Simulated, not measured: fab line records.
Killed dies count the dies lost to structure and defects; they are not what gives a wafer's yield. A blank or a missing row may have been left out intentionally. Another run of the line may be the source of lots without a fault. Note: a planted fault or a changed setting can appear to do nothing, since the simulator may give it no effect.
The tool behind it: which one? -- flow n5_finfet -- 22 lots, 66 wafers sampled, at 2 steps of a route of 1938

WHAT THE GAUGES SHOWED, per wafer
N5_BEOL_M0_SAQP_CD_MEAS_14: target cd 42.5 nm. Usual: cd_nm at 42.4 nm, with a standard deviation of 0.31.
lot,measured,on,cd_nm (nm),flag
L074,day 5 08:29,cd_sem-01,42.7 42.5 42.6,
L075,day 6 04:47,cd_sem-01,42.7 42.6 42.2,
L076,day 6 06:29,cd_sem-01,42.4 42.2 42.0,
L077,day 6 09:28,cd_sem-02,42.4 42.3 42.4,
L078,day 6 11:31,cd_sem-03,42.3 42.7 42.3,
L079,day 6 21:33,cd_sem-02,42.1 42.3 42.3,
L080,day 7 04:21,cd_sem-03,42.5 41.9 42.3,
L081,day 7 11:05,cd_sem-02,42.7 42.8 42.4,
L082,day 7 12:26,cd_sem-02,42.6 41.9 42.4,
L083,day 7 16:53,cd_sem-03,43.1 42.5 42.6,
L084,day 7 22:35,cd_sem-01,42.5 42.5 42.1,
L085,day 8 08:26,cd_sem-03,42.0 42.4 42.4,
L086,day 8 11:31,cd_sem-03,42.8 42.5 42.4,
L087,day 8 20:46,cd_sem-02,42.5 42.7 42.4,
L088,day 9 06:37,cd_sem-03,42.3 42.4 42.2,
L089,day 9 10:19,cd_sem-03,42.3 42.6 42.2,
L091,day 9 22:04,cd_sem-03,42.8 42.6 42.4,
L092,day 10 01:28,cd_sem-02,42.4 43.0 42.4,
L093,day 10 05:05,cd_sem-03,42.2 42.8 43.1,
L094,day 10 09:46,cd_sem-01,42.4 42.7 42.0,
L096,day 11 00:31,cd_sem-01,41.8 42.3 42.6,
L097,day 11 10:17,cd_sem-01,42.8 42.8 42.3,

WHICH TOOL RAN EACH LOT (tool, then ch and the chambers of the sampled wafers, then the start)
lot,N5_BEOL_M0_SAQP_PECVD_03
L074,"pecvd-01 ch 0,2, day 5 07:45"
L075,"pecvd-01 ch 1,2, day 6 02:50"
L076,"pecvd-01 ch 1,2, day 6 05:55"
L077,"pecvd-04 ch 0,2, day 6 08:52"
L078,"pecvd-01 ch 1,2, day 6 10:50"
L079,"pecvd-01 ch 0,1,2, day 6 20:52"
L080,"pecvd-01 ch 0,2, day 7 03:47"
L081,"pecvd-04 ch 0,2, day 7 10:31"
L082,"pecvd-03 ch 1,2, day 7 11:44"
L083,"pecvd-04 ch 0,1, day 7 16:11"
L084,"pecvd-03 ch 0,2, day 7 21:54"
L085,"pecvd-03 ch 0,1,2, day 8 07:43"
L086,"pecvd-03 ch 0,1,2, day 8 10:57"
L087,"pecvd-04 ch 1,2, day 8 20:11"
L088,"pecvd-04 ch 0,2, day 9 05:55"
L089,"pecvd-04 ch 0,1, day 9 09:37"
L091,"pecvd-03 ch 0,1,2, day 9 21:22"
L092,"pecvd-03 ch 0,2, day 10 00:54"
L093,"pecvd-04 ch 0,1, day 10 04:19"
L094,"pecvd-01 ch 0,1, day 10 09:05"
L096,"pecvd-01 ch 0,1,2, day 10 23:56"
L097,"pecvd-01 ch 1,2, day 11 08:19"
- N5_BEOL_M0_SAQP_PECVD_03: deposits SiCN from 3MS/NH3, target thk 12 nm, time 21.1 s.

WHAT THE TOOLS THEMSELVES READ (means of the sampled wafers that have a number; where no wafer has one, the mark that the record gives instead)
N5_BEOL_M0_SAQP_PECVD_03. Usual: showerhead_plenum_p_Torr 3.664 Torr, standard deviation 0.017; throttle_valve_pct 9.0 %, standard deviation 0.54.
lot,tool,showerhead_plenum_p_Torr (Torr),throttle_valve_pct (%),flag
L074,pecvd-01,3.651,8.5,
L075,pecvd-01,3.654,8.5,
L076,pecvd-01,3.647,8.6,
L077,pecvd-04,3.657,10.1,
L078,pecvd-01,3.639,8.4,
L079,pecvd-01,3.659,8.9,
L080,pecvd-01,3.644,8.6,
L081,pecvd-04,3.660,9.9,
L082,pecvd-03,3.663,8.8,
L083,pecvd-04,3.675,9.2,
L084,pecvd-03,3.666,8.9,
L085,pecvd-03,3.668,9.1,
L086,pecvd-03,3.670,8.7,
L087,pecvd-04,3.663,9.9,
L088,pecvd-04,3.674,9.7,
L089,pecvd-04,3.676,9.3,
L091,pecvd-03,3.658,8.8,
L092,pecvd-03,3.669,8.8,
L093,pecvd-04,3.679,9.3,
L094,pecvd-01,3.662,8.8,
L096,pecvd-01,3.655,8.8,
L097,pecvd-01,3.643,8.4,

THE ANSWER, worked out from the rows above alone
Rule: a lot is off if the mean of its wafers that have a number lies more than 3 standard deviations from the usual mean. A lot without any number at a reading at which 4 lots or more have one is off too. All remaining lots with rows at the step are treated as sound. Order of review: gauges by route order, followed by the tools' own readings, for which a lot's mean as printed above is used. The first step at which some lot is off is used, and at that step the reading that is off furthest; a lot without a number counts as furthest.
Nothing can be told from this: no lot is off at any reading shown.

WHAT THE SIMULATOR PUT IN
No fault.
